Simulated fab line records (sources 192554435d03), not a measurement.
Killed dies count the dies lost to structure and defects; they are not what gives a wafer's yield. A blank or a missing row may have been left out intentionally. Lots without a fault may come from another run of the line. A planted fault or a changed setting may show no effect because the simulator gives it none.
fab line records	flow n5Finfet
record: lots: 24	wafers: 72	lastDay: 17
route steps=1938 shown BEOL_M0@739 BEOL_M1@766
lots with no fault: from the same line, run without faults
startH: start of the lot's first displayed wafer, in hours after the record's first day	waitH: hours from the lot's prior step to this one	" as in the row above	L1.1+2: several wafers, shown together as one row	- no value present, or no start provided	* or withheld: withheld	< > ~ a bound
route shown NAME@n: names a module that has steps shown in the file, with the first one's number in the route	usual: mean/standard deviation taken from wafers without a fault	same: alike in all rows	chamber/n: place in a boat	sites: each site's reading	_std_site: the values' standard deviation	_edge_site: inner sites' mean taken away from outer sites' mean	radiusMm: for every site, how far away it sits from the centre of the wafer	mask NAME#n: copy n	behind: the tool/chamber that last shaped the wafer	hold: cause of the lot's hold/its duration in hours/its outcome	device: which transistor (n, p or np) failed to switch	end of line: the route-end tests of the same wafers	a step with no rows: only its recipe	killed: dies that structure and defects cost at the first sort, which is not the same as the wafer's yield	map: the dies of a wafer, with x for killed, . for not killed, _ for no die there
set.NAME: the setting that was run; set.NAME@STEP: the one run at that earlier step	model.NAME: the simulator's own value behind a step, which no gauge read
steps of the route over a sample of lots; a table a step, a row a wafer
services: the hour from which a tool's chamber was out of use, counted from the record's first day as startH (under 0 if before that day), plus the number of hours and why
== steps ==
step: N5_BEOL_M0_ANNEAL_135
recipe: tempC: 400	timeS: 60	ambient: vacuum
usual: heaterPowerW: 800/92	susceptorTempC: 400.03/0.22	susceptor_temp_C_max: 401.0/0.35
lot.wafer	tool	chamber	startH	waitH	heaterPowerW	susceptorTempC	susceptor_temp_C_max
L074.3	pvdSputter-02	-	117.89	0.0	614	400.29	400.9
L074.4	"	-	"	"	766	400.04	400.9
L074.5	"	-	"	"	608	400.05	400.7
L075.2	pvdSputter-03	-	137.42	0.0	833	400.15	401.2
L075.3	"	-	"	"	831	399.89	401.0
L075.5	"	-	"	"	734	400.07	401.2
L076.2	pvdSputter-02	-	139.60	0.0	610	400.23	400.9
L076.4	"	-	"	"	778	399.97	400.7
L076.6	"	-	"	"	798	399.87	400.5
L077.2	pvdSputter-03	-	141.62	0.0	841	399.87	400.8
L077.4	"	-	"	"	839	399.74	401.0
L077.5	"	-	"	"	838	400.01	401.0
L078.3	pvdSputter-01	-	141.69	0.0	799	400.23	401.2
L078.4	"	-	"	"	1001	399.83	401.1
L078.5	"	-	"	"	975	399.77	401.0
L079.1	pvdSputter-01	-	152.14	0.0	1029	400.05	401.5
L079.2	"	-	"	"	783	400.28	400.9
L079.6	"	-	"	"	813	399.86	400.6
L080.1	pvdSputter-01	-	158.38	0.0	947	399.85	401.3
L080.2	"	-	"	"	816	400.03	400.9
L080.5	"	-	"	"	971	399.74	400.8
L082.1	pvdSputter-01	-	167.51	0.0	834	400.15	401.0
L082.3	"	-	"	"	777	400.18	401.0
L082.6	"	-	"	"	985	400.04	401.3
L081.2	pvdSputter-02	-	170.44	0.0	807	399.85	400.6
L081.3	"	-	"	"	601	400.01	400.9
L081.4	"	-	"	"	794	400.77	401.5
L083.2	pvdSputter-01	-	172.18	0.0	827	399.86	400.8
L083.3	"	-	"	"	1009	400.40	401.8
L083.6	"	-	"	"	797	399.95	401.0
L084.2	pvdSputter-02	-	178.23	0.0	811	399.64	400.3
L084.3	"	-	"	"	768	400.51	401.2
L084.6	"	-	"	"	785	400.26	401.2
L085.1	pvdSputter-03	-	187.63	0.0	841	400.26	401.4
L085.4	"	-	"	"	848	399.88	400.9
L085.5	"	-	"	"	847	400.02	401.4
L086.4	pvdSputter-01	-	199.80	0.0	759	400.18	400.8
L086.5	"	-	"	"	807	399.86	400.7
L086.6	"	-	"	"	995	400.01	401.6
L087.3	pvdSputter-03	-	200.66	0.0	806	399.48	401.1
L087.4	"	-	"	"	849	399.97	401.1
L087.6	"	-	"	"	835	399.85	400.9
L088.1	pvdSputter-03	-	208.15	0.0	726	400.14	401.4
L088.4	"	-	"	"	876	400.41	401.5
L088.6	"	-	"	"	838	400.08	401.2
L089.1	pvdSputter-02	-	212.96	0.0	793	399.95	400.9
L089.2	"	-	"	"	780	399.47	400.2
L089.4	"	-	"	"	827	400.00	400.7
L090.2	pvdSputter-02	-	218.43	0.0	769	400.08	400.7
L090.3	"	-	"	"	809	400.04	400.6
L090.5	"	-	"	"	781	399.72	400.5
L091.1	pvdSputter-03	-	224.08	0.0	730	400.20	401.7
L091.3	"	-	"	"	864	400.02	401.3
L091.6	"	-	"	"	818	400.15	402.0
L092.3	pvdSputter-03	-	227.94	0.0	877	400.23	401.3
L092.5	"	-	"	"	828	399.76	401.0
L092.6	"	-	"	"	818	399.84	400.8
L093.2	pvdSputter-03	-	231.04	0.0	722	399.68	400.6
L093.4	"	-	"	"	833	400.27	401.6
L093.6	"	-	"	"	810	399.99	401.0
L094.1	pvdSputter-02	-	236.29	0.0	803	399.79	400.3
L094.5	"	-	"	"	823	399.83	400.6
L094.6	"	-	"	"	778	399.94	400.5
L095.2	pvdSputter-02	-	240.24	0.0	608	400.39	401.0
L095.4	"	-	"	"	809	399.94	400.8
L095.6	"	-	"	"	779	400.15	401.0
L096.1	pvdSputter-02	-	249.57	0.0	808	399.96	400.7
L096.2	"	-	"	"	772	399.96	400.7
L096.6	"	-	"	"	815	400.14	400.7
L097.2	pvdSputter-02	-	262.84	0.0	792	400.11	401.1
L097.3	"	-	"	"	795	400.46	401.2
L097.5	"	-	"	"	585	400.06	400.9
step: N5_BEOL_M1_INSPECT_13
recipe: mode: adi	inspectInstrument: brightfield
usual: rawDefectCount: 400/86
lot.wafer	tool	chamber	startH	waitH	rawDefectCount
L074.3	defectInspect-01	-	120.14	0.0	240
L074.4	"	-	"	"	188
L074.5	"	-	"	"	278
L075.2	defectInspect-02	-	140.18	0.0	581
L075.3	"	-	"	"	429
L075.5	"	-	"	"	483
L076.2	defectInspect-02	-	141.67	0.0	561
L076.4	"	-	"	"	612
L076.6	"	-	"	"	363
L077.2	defectInspect-01	-	143.96	0.0	386
L077.4	"	-	"	"	341
L077.5	"	-	"	"	540
L078.3	defectInspect-01	-	144.13	0.0	410
L078.4	"	-	"	"	278
L078.5	"	-	"	"	349
L079.1	defectInspect-01	-	155.15	0.1	451
L079.2	"	-	"	"	502
L079.6	"	-	"	"	518
L080.1	defectInspect-01	-	160.87	0.1	361
L080.2	"	-	"	"	465
L080.5	"	-	"	"	378
L082.1	defectInspect-02	-	169.53	0.1	490
L082.3	"	-	"	"	509
L082.6	"	-	"	"	493
L081.2	defectInspect-01	-	172.88	0.0	528
L081.3	"	-	"	"	383
L081.4	"	-	"	"	428
L083.2	defectInspect-02	-	175.81	0.0	325
L083.3	"	-	"	"	319
L083.6	"	-	"	"	376
L084.2	defectInspect-02	-	181.99	0.0	313
L084.3	"	-	"	"	419
L084.6	"	-	"	"	295
L085.1	defectInspect-01	-	191.39	0.1	366
L085.4	"	-	"	"	469
L085.5	"	-	"	"	353
L086.4	defectInspect-01	-	201.79	0.0	392
L086.5	"	-	"	"	529
L086.6	"	-	"	"	362
L087.3	defectInspect-01	-	204.81	0.0	455
L087.4	"	-	"	"	321
L087.6	"	-	"	"	329
L088.1	defectInspect-01	-	211.70	0.1	394
L088.4	"	-	"	"	433
L088.6	"	-	"	"	319
L089.1	defectInspect-02	-	216.90	0.1	455
L089.2	"	-	"	"	534
L089.4	"	-	"	"	261
L090.2	defectInspect-01	-	221.41	0.0	498
L090.3	"	-	"	"	400
L090.5	"	-	"	"	517
L091.1	defectInspect-01	-	226.74	0.1	445
L091.3	"	-	"	"	440
L091.6	"	-	"	"	472
L092.3	defectInspect-02	-	230.84	0.0	569
L092.5	"	-	"	"	432
L092.6	"	-	"	"	387
L093.2	defectInspect-01	-	234.09	0.0	374
L093.4	"	-	"	"	359
L093.6	"	-	"	"	293
L094.1	defectInspect-02	-	238.59	0.1	414
L094.5	"	-	"	"	292
L094.6	"	-	"	"	458
L095.2	defectInspect-02	-	243.07	0.0	417
L095.4	"	-	"	"	361
L095.6	"	-	"	"	435
L096.1	defectInspect-01	-	252.00	0.1	341
L096.2	"	-	"	"	249
L096.6	"	-	"	"	395
L097.2	defectInspect-02	-	268.56	0.0	347
L097.3	"	-	"	"	353
L097.5	"	-	"	"	304
step: N5_BEOL_M1_HM_OPEN_17
recipe: chemistry: Cl2/BCl3	targetDepthA: 200	overetchA: 60	target: TiN	maskMaterial: SOC	ionEnergyEv: 150	pressureMtorr: 10	icpW: 1000	biasW: 126	Cl2_flow_sccm: 53.25	bcl3FlowSccm: 21.75	Ar_flow_sccm: 25
usual: biasW: 126.0/0.36	drypumpMotorCurrentA: 5.4/0.37	oesProductAu: 0.66/0.068	rfFwdPowerW: 993/3.8	throttleValvePct: 22.3/0.36
lot.wafer	tool	chamber	startH	waitH	biasW	drypumpMotorCurrentA	oesProductAu	rfFwdPowerW	rfHoursCounterH	throttleValvePct
L074.3	rieMetal-03	1	120.45	0.1	126.2	5.6	0.79	996	-	22.3
L074.4	"	0	"	"	126.0	4.9	0.57	991	-	22.7
L074.5	"	0	"	"	126.2	4.9	0.58	990	-	22.8
L075.2	rieMetal-01	1	140.56	0.0	125.8	6.1	0.70	987	25	22.5
L075.3	"	0	"	"	125.7	5.2	0.63	991	-	22.0
L075.5	"	1	"	"	125.7	6.1	0.70	988	-	22.5
L076.2	rieMetal-02	1	142.04	0.0	126.0	5.3	0.73	988	17	22.0
L076.4	"	0	"	"	125.7	5.5	0.65	997	-	21.6
L076.6	"	1	"	"	125.6	5.3	0.73	989	-	22.0
L077.2	rieMetal-01	0	144.33	0.0	125.9	5.3	0.62	993	60	22.0
L077.4	"	1	"	"	126.2	6.0	0.69	993	-	22.5
L077.5	"	1	"	"	126.2	6.0	0.69	997	-	22.5
L078.3	rieMetal-02	0	144.62	0.1	126.4	5.5	0.66	987	-	21.6
L078.4	"	1	"	"	126.3	5.3	0.73	984	-	22.0
L078.5	"	0	"	"	126.1	5.5	0.65	990	-	21.6
L079.1	rieMetal-02	0	155.45	0.0	125.9	5.5	0.66	995	39	21.6
L079.2	"	1	"	"	125.5	5.3	0.74	989	18	22.0
L079.6	"	0	"	"	125.9	5.5	0.66	999	-	21.6
L080.1	rieMetal-02	0	161.44	0.0	125.3	5.5	0.65	999	40	21.6
L080.2	"	1	"	"	125.7	5.3	0.72	988	19	22.0
L080.5	"	1	"	"	125.5	5.2	0.72	990	-	22.0
L082.1	rieMetal-03	1	169.82	0.0	125.8	5.6	0.77	994	10	22.3
L082.3	"	0	"	"	126.5	4.9	0.57	994	-	22.7
L082.6	"	0	"	"	126.5	4.9	0.57	995	-	22.7
L081.2	rieMetal-03	1	173.32	0.0	125.6	5.6	0.77	992	11	22.3
L081.3	"	1	"	"	126.0	5.6	0.78	994	-	22.3
L081.4	"	0	"	"	126.1	4.9	0.57	994	-	22.8
L083.2	rieMetal-03	1	176.09	0.0	126.4	5.6	0.77	991	11	22.3
L083.3	"	1	"	"	126.5	5.6	0.77	993	-	22.3
L083.6	"	1	"	"	125.8	5.6	0.77	995	-	22.3
L084.2	rieMetal-01	1	182.55	0.0	125.9	6.1	0.69	995	29	22.5
L084.3	"	1	"	"	125.7	6.1	0.68	994	-	22.5
L084.6	"	0	"	"	126.2	5.3	0.63	991	-	22.0
L085.1	rieMetal-03	0	191.71	0.0	125.7	4.9	0.57	995	92	22.7
L085.4	"	0	"	"	126.0	4.9	0.57	995	-	22.7
L085.5	"	1	"	"	126.3	5.6	0.77	996	-	22.3
L086.4	rieMetal-02	0	202.10	0.1	125.2	5.5	0.64	997	-	21.6
L086.5	"	0	"	"	125.3	5.5	0.64	993	-	21.6
L086.6	"	1	"	"	125.7	5.3	0.71	988	-	22.0
L087.3	rieMetal-01	0	205.12	0.1	126.1	5.3	0.62	983	-	22.0
L087.4	"	1	"	"	125.5	6.1	0.68	992	-	22.5
L087.6	"	0	"	"	126.0	5.2	0.61	987	-	22.0
L088.1	rieMetal-03	0	211.98	0.0	126.2	4.9	0.56	993	94	22.7
L088.4	"	0	"	"	126.3	4.9	0.57	995	-	22.7
L088.6	"	1	"	"	125.9	5.6	0.76	991	-	22.4
L089.1	rieMetal-02	0	217.18	0.0	126.3	5.5	0.65	993	45	21.6
L089.2	"	1	"	"	125.3	5.2	0.70	992	24	22.0
L089.4	"	1	"	"	125.7	5.3	0.71	991	-	22.0
L090.2	rieMetal-01	1	221.69	0.0	126.3	6.1	0.67	989	33	22.6
L090.3	"	1	"	"	126.0	6.1	0.67	991	-	22.5
L090.5	"	1	"	"	126.0	6.1	0.68	991	-	22.5
L091.1	rieMetal-01	1	227.19	0.0	125.8	6.1	0.67	989	33	22.5
L091.3	"	0	"	"	126.0	5.3	0.62	991	-	22.0
L091.6	"	0	"	"	126.3	5.3	0.62	987	-	22.0
L092.3	rieMetal-01	1	231.19	0.1	125.7	6.1	0.68	997	-	22.5
L092.5	"	0	"	"	125.4	5.3	0.62	992	-	22.0
L092.6	"	1	"	"	126.5	6.1	0.68	989	-	22.5
L093.2	rieMetal-03	1	234.56	0.0	126.1	5.6	0.75	994	16	22.3
L093.4	"	0	"	"	125.7	4.9	0.57	992	-	22.7
L093.6	"	0	"	"	125.8	4.9	0.56	996	-	22.7
L094.1	rieMetal-03	1	238.87	0.0	125.4	5.6	0.75	997	16	22.4
L094.5	"	0	"	"	126.4	4.9	0.56	989	-	22.7
L094.6	"	1	"	"	125.4	5.6	0.74	1001	-	22.4
L095.2	rieMetal-01	0	243.44	0.0	126.5	5.3	0.62	993	69	22.0
L095.4	"	0	"	"	126.2	5.2	0.62	997	-	22.0
L095.6	"	0	"	"	126.4	5.3	0.62	989	-	22.0
L096.1	rieMetal-03	0	252.44	0.0	125.7	4.9	0.55	995	98	22.8
L096.2	"	1	"	"	126.1	5.6	0.73	1003	18	22.4
L096.6	"	1	"	"	126.2	5.6	0.74	999	-	22.4
L097.2	rieMetal-01	1	268.97	0.0	125.7	6.1	0.67	994	37	22.5
L097.3	"	0	"	"	126.1	5.2	0.61	993	-	22.0
L097.5	"	1	"	"	126.0	6.0	0.67	993	-	22.5
step: N5_BEOL_M1_SPUTTER_86
recipe: material: Cu	targetThkA: 45	tempC: -20	chamberPressurePa: 0.07	powerW: withheld	timeS: 8.29
usual: susceptorTempC: -20.01/0.11	throttleValvePct: 29.9/1.3
lot.wafer	tool	chamber	startH	waitH	susceptorTempC	throttleValvePct
L074.3	pvdSputter-03	-	127.46	0.1	-20.13	28.9
L074.4	"	-	"	"	-20.10	31.1
L074.5	"	-	"	"	-20.02	31.2
L075.2	pvdSputter-03	-	143.96	0.1	-19.91	31.2
L075.3	"	-	"	"	-20.01	30.5
L075.5	"	-	"	"	-19.85	29.1
L076.2	pvdSputter-01	-	148.80	0.1	-20.03	27.8
L076.4	"	-	"	"	-19.97	30.2
L076.6	"	-	"	"	-20.12	29.8
L077.2	pvdSputter-03	-	149.89	0.1	-19.82	31.3
L077.4	"	-	"	"	-20.10	30.6
L077.5	"	-	"	"	-20.10	29.1
L078.3	pvdSputter-02	-	156.17	0.1	-19.96	30.7
L078.4	"	-	"	"	-19.98	29.3
L078.5	"	-	"	"	-20.09	29.4
L079.1	pvdSputter-03	-	158.85	0.1	-20.04	31.1
L079.2	"	-	"	"	-19.79	31.0
L079.6	"	-	"	"	-19.87	31.3
L080.1	pvdSputter-02	-	171.32	0.1	-19.98	30.9
L080.2	"	-	"	"	-20.11	29.6
L080.5	"	-	"	"	-19.91	29.5
L082.1	pvdSputter-02	-	175.55	0.1	-19.97	30.9
L082.3	"	-	"	"	-19.94	29.2
L082.6	"	-	"	"	-20.17	30.3
L081.2	pvdSputter-03	-	177.03	0.1	-20.12	31.1
L081.3	"	-	"	"	-19.93	30.5
L081.4	"	-	"	"	-20.05	30.9
L083.2	pvdSputter-02	-	179.86	0.1	-20.00	29.6
L083.3	"	-	"	"	-20.05	30.7
L083.6	"	-	"	"	-20.10	29.4
L084.2	pvdSputter-03	-	189.61	0.1	-19.78	30.6
L084.3	"	-	"	"	-20.05	31.1
L084.6	"	-	"	"	-20.05	31.4
L085.1	pvdSputter-02	-	196.79	0.1	-20.03	30.8
L085.4	"	-	"	"	-19.87	30.8
L085.5	"	-	"	"	-19.95	29.5
L086.4	pvdSputter-03	-	206.33	0.1	-19.92	30.4
L086.5	"	-	"	"	-20.03	31.2
L086.6	"	-	"	"	-20.04	31.2
L087.3	pvdSputter-02	-	208.16	0.1	-19.90	30.8
L087.4	"	-	"	"	-20.02	29.4
L087.6	"	-	"	"	-20.00	29.3
L088.1	pvdSputter-02	-	216.84	0.1	-20.13	30.7
L088.4	"	-	"	"	-20.20	30.8
L088.6	"	-	"	"	-19.88	29.3
L089.1	pvdSputter-01	-	221.03	0.1	-19.94	28.0
L089.2	"	-	"	"	-19.86	29.6
L089.4	"	-	"	"	-20.12	26.8
L090.2	pvdSputter-03	-	226.04	0.1	-19.82	29.1
L090.3	"	-	"	"	-20.00	30.6
L090.5	"	-	"	"	-20.03	31.1
L091.1	pvdSputter-01	-	231.53	0.1	-19.88	30.4
L091.3	"	-	"	"	-20.12	26.4
L091.6	"	-	"	"	-20.03	30.3
L092.3	pvdSputter-01	-	241.04	0.1	-20.03	29.7
L092.5	"	-	"	"	-20.02	27.5
L092.6	"	-	"	"	-20.15	26.7
L094.1	pvdSputter-03	-	243.85	0.1	-20.26	29.5
L094.5	"	-	"	"	-20.13	30.4
L094.6	"	-	"	"	-20.10	31.0
L093.2	pvdSputter-01	-	245.68	0.1	-19.99	30.8
L093.4	"	-	"	"	-20.11	29.5
L093.6	"	-	"	"	-19.93	29.9
L095.2	pvdSputter-03	-	249.68	0.1	-20.03	31.2
L095.4	"	-	"	"	-19.92	30.7
L095.6	"	-	"	"	-19.99	30.9
L096.1	pvdSputter-01	-	260.93	0.1	-19.80	30.3
L096.2	"	-	"	"	-20.01	29.6
L096.6	"	-	"	"	-19.88	30.6
L097.2	pvdSputter-03	-	273.95	0.1	-20.17	30.5
L097.3	"	-	"	"	-19.89	31.0
L097.5	"	-	"	"	-20.22	30.6
step: N5_BEOL_M1_ANNEAL_91
recipe: tempC: 400	timeS: 240	ambient: vacuum
usual: heaterPowerW: 808/83	susceptorTempC: 399.97/0.23	susceptor_temp_C_max: 400.9/0.35
lot.wafer	tool	chamber	startH	waitH	heaterPowerW	susceptorTempC	susceptor_temp_C_max
L074.3	pvdSputter-03	-	127.98	0.0	839	400.25	401.5
L074.4	"	-	"	"	843	400.22	401.3
L074.5	"	-	"	"	875	400.31	401.2
L075.2	pvdSputter-03	-	144.48	0.0	826	399.85	401.0
L075.3	"	-	"	"	743	399.97	401.0
L075.5	"	-	"	"	838	399.94	401.0
L076.2	pvdSputter-01	-	149.32	0.0	809	399.96	400.8
L076.4	"	-	"	"	912	400.09	400.7
L076.6	"	-	"	"	998	400.32	401.4
L077.2	pvdSputter-03	-	150.41	0.0	806	399.83	400.8
L077.4	"	-	"	"	731	399.88	400.8
L077.5	"	-	"	"	840	400.00	401.5
L078.3	pvdSputter-02	-	156.69	0.0	589	399.97	400.6
L078.4	"	-	"	"	776	400.00	400.8
L078.5	"	-	"	"	793	400.01	400.9
L079.1	pvdSputter-03	-	159.37	0.0	870	399.40	400.4
L079.2	"	-	"	"	831	399.56	401.0
L079.6	"	-	"	"	846	399.46	400.9
L080.1	pvdSputter-02	-	171.84	0.0	605	400.00	400.7
L080.2	"	-	"	"	791	399.59	400.6
L080.5	"	-	"	"	794	400.43	401.3
L082.1	pvdSputter-02	-	176.07	0.0	752	400.10	400.9
L082.3	"	-	"	"	818	400.15	400.8
L082.6	"	-	"	"	599	399.92	400.5
L081.2	pvdSputter-03	-	177.55	0.0	822	399.94	401.0
L081.3	"	-	"	"	740	399.52	400.8
L081.4	"	-	"	"	872	400.56	401.6
L083.2	pvdSputter-02	-	180.38	0.0	794	400.02	400.6
L083.3	"	-	"	"	594	400.16	400.9
L083.6	"	-	"	"	787	400.05	400.8
L084.2	pvdSputter-03	-	190.13	0.0	724	400.02	401.3
L084.3	"	-	"	"	834	399.93	401.1
L084.6	"	-	"	"	826	399.81	401.0
L085.1	pvdSputter-02	-	197.31	0.0	605	399.72	400.6
L085.4	"	-	"	"	766	400.47	401.2
L085.5	"	-	"	"	804	399.96	401.1
L086.4	pvdSputter-03	-	206.85	0.0	741	400.66	401.6
L086.5	"	-	"	"	818	400.28	401.6
L086.6	"	-	"	"	856	399.90	400.9
L087.3	pvdSputter-02	-	208.68	0.0	767	399.95	400.8
L087.4	"	-	"	"	760	400.05	400.6
L087.6	"	-	"	"	780	399.94	400.5
L088.1	pvdSputter-02	-	217.36	0.0	594	400.36	401.1
L088.4	"	-	"	"	782	400.27	401.3
L088.6	"	-	"	"	810	399.90	400.6
L089.1	pvdSputter-01	-	221.55	0.0	825	399.68	400.6
L089.2	"	-	"	"	1040	399.97	401.9
L089.4	"	-	"	"	770	399.94	400.6
L090.2	pvdSputter-03	-	226.56	0.0	844	400.37	401.4
L090.3	"	-	"	"	719	400.02	400.8
L090.5	"	-	"	"	850	399.97	401.3
L091.1	pvdSputter-01	-	232.05	0.0	902	399.71	400.4
L091.3	"	-	"	"	761	399.88	400.6
L091.6	"	-	"	"	874	399.62	400.3
L092.3	pvdSputter-01	-	241.56	0.0	991	399.76	401.1
L092.5	"	-	"	"	821	400.17	401.2
L092.6	"	-	"	"	766	400.20	401.0
L094.1	pvdSputter-03	-	244.37	0.0	825	399.81	400.8
L094.5	"	-	"	"	726	400.12	401.1
L094.6	"	-	"	"	852	400.02	401.0
L093.2	pvdSputter-01	-	246.20	0.0	901	400.14	400.8
L093.4	"	-	"	"	959	399.85	401.2
L093.6	"	-	"	"	996	399.70	400.9
L095.2	pvdSputter-03	-	250.20	0.0	856	399.95	400.9
L095.4	"	-	"	"	731	399.89	401.1
L095.6	"	-	"	"	867	400.00	401.1
L096.1	pvdSputter-01	-	261.45	0.0	890	399.46	400.3
L096.2	"	-	"	"	995	400.00	401.5
L096.6	"	-	"	"	897	399.88	400.7
L097.2	pvdSputter-03	-	274.47	0.0	731	399.95	401.0
L097.3	"	-	"	"	840	400.21	401.2
L097.5	"	-	"	"	735	399.89	401.2
step: N5_BEOL_M1_CO_CAP_55
recipe: material: Co	targetThkA: 20	tempC: 200	precursor: CCTBA/H2	pressureTorr: 30	timeS: 102.1
usual: heaterPowerW: 253/38	susceptorTempC: 200.03/0.17
lot.wafer	tool	chamber	startH	waitH	heaterPowerW	sinceWetCleanH	susceptorTempC
L074.3	cvdCo-02	1	129.43	0.0	317	1108	199.85
L074.4	"	1	"	"	323	-	200.00
L074.5	"	2	"	"	221	-	200.22
L075.2	cvdCo-02	2	145.93	0.0	219	228	200.14
L075.3	"	1	"	"	320	1125	200.08
L075.5	"	2	"	"	221	-	200.25
L076.2	cvdCo-01	2	150.84	0.0	202	452	199.72
L076.4	"	0	"	"	242	-	200.13
L076.6	"	2	"	"	208	-	199.77
L077.2	cvdCo-02	0	151.99	0.0	253	693	200.27
L077.4	"	0	"	"	247	-	200.06
L077.5	"	1	"	"	315	-	200.05
L078.3	cvdCo-01	0	158.18	0.0	253	918	200.10
L078.4	"	2	"	"	200	-	199.95
L078.5	"	1	"	"	252	-	199.75
L079.1	cvdCo-02	0	161.12	0.0	250	702	199.94
L079.2	"	1	"	"	321	1140	199.83
L079.6	"	2	"	"	225	-	199.99
L080.1	cvdCo-01	1	173.35	0.0	251	37	199.83
L080.2	"	2	"	"	203	474	200.23
L080.5	"	1	"	"	251	-	200.12
L082.1	cvdCo-01	0	177.99	0.0	251	938	200.14
L082.3	"	2	"	"	205	479	199.95
L082.6	"	0	"	"	250	-	200.10
L081.2	cvdCo-02	0	179.19	0.0	244	721	200.12
L081.3	"	1	"	"	315	1158	199.92
L081.4	"	2	"	"	226	-	199.84
L083.2	cvdCo-01	1	181.82	0.0	247	45	200.03
L083.3	"	0	"	"	252	942	199.83
L083.6	"	0	"	"	254	-	200.11
L084.2	cvdCo-02	1	191.61	0.0	311	1170	200.19
L084.3	"	1	"	"	322	-	200.19
L084.6	"	2	"	"	224	-	199.94
L085.1	cvdCo-01	2	199.24	0.0	203	500	200.45
L085.4	"	0	"	"	250	-	200.23
L085.5	"	1	"	"	251	-	200.02
L086.4	cvdCo-01	1	208.52	0.0	247	-	199.77
L086.5	"	2	"	"	202	-	200.07
L086.6	"	0	"	"	251	-	199.95
L087.3	cvdCo-02	0	210.14	0.0	249	751	200.28
L087.4	"	1	"	"	321	-	199.97
L087.6	"	0	"	"	249	-	200.38
L088.1	cvdCo-02	1	219.06	0.0	313	1198	200.15
L088.4	"	2	"	"	221	-	200.07
L088.6	"	1	"	"	320	-	200.04
L089.1	cvdCo-02	0	222.99	0.0	251	764	199.96
L089.2	"	1	"	"	321	1202	199.88
L089.4	"	2	"	"	227	-	200.09
L090.2	cvdCo-01	1	228.36	0.0	255	92	200.15
L090.3	"	2	"	"	203	529	200.02
L090.5	"	0	"	"	251	-	200.16
L091.1	cvdCo-01	0	233.49	0.0	251	994	200.07
L091.3	"	1	"	"	249	97	199.99
L091.6	"	0	"	"	252	-	200.04
L092.3	cvdCo-02	1	243.25	0.0	315	1222	200.36
L092.5	"	2	"	"	220	-	199.81
L092.6	"	0	"	"	262	-	200.12
L094.1	cvdCo-02	2	245.83	0.0	231	328	200.03
L094.5	"	1	"	"	315	-	199.83
L094.6	"	2	"	"	219	-	199.72
L093.2	cvdCo-02	0	247.79	0.0	245	789	200.22
L093.4	"	1	"	"	313	-	199.80
L093.6	"	2	"	"	224	-	199.96
L095.2	cvdCo-02	1	253.03	0.0	312	1232	200.08
L095.4	"	1	"	"	315	-	200.04
L095.6	"	0	"	"	252	-	200.02
L096.1	cvdCo-01	2	263.17	0.0	200	564	200.09
L096.2	"	1	"	"	248	127	199.98
L096.6	"	1	"	"	245	-	199.98
L097.2	cvdCo-02	0	276.18	0.0	252	818	200.03
L097.3	"	2	"	"	225	358	199.88
L097.5	"	1	"	"	318	-	200.42
== services ==
tool	chamber	startH	hours	kind
cvdCo-01	1	114.67	-	clean
cvdCo-01	1	114.67	22.0	scheduledDown
cvdCo-01	1	114.67	22.0	ventCycle
rieMetal-01	0	134.08	6.0	repair
rieMetal-03	-	166.18	2.2	repair
cvdCo-01	2	178.45	2.3	repair
cvdCo-02	0	183.03	9.2	repair
cvdCo-02	-	192.72	6.9	pm
cvdCo-01	-	234.99	6.0	pm
cvdCo-02	2	248.60	21.1	repair
cvdCo-01	-	249.98	0.8	repair
rieMetal-02	0	253.58	26.6	repair
rieMetal-03	-	253.80	1.7	repair
cvdCo-02	-	271.48	0.3	repair
== key ==
fault none
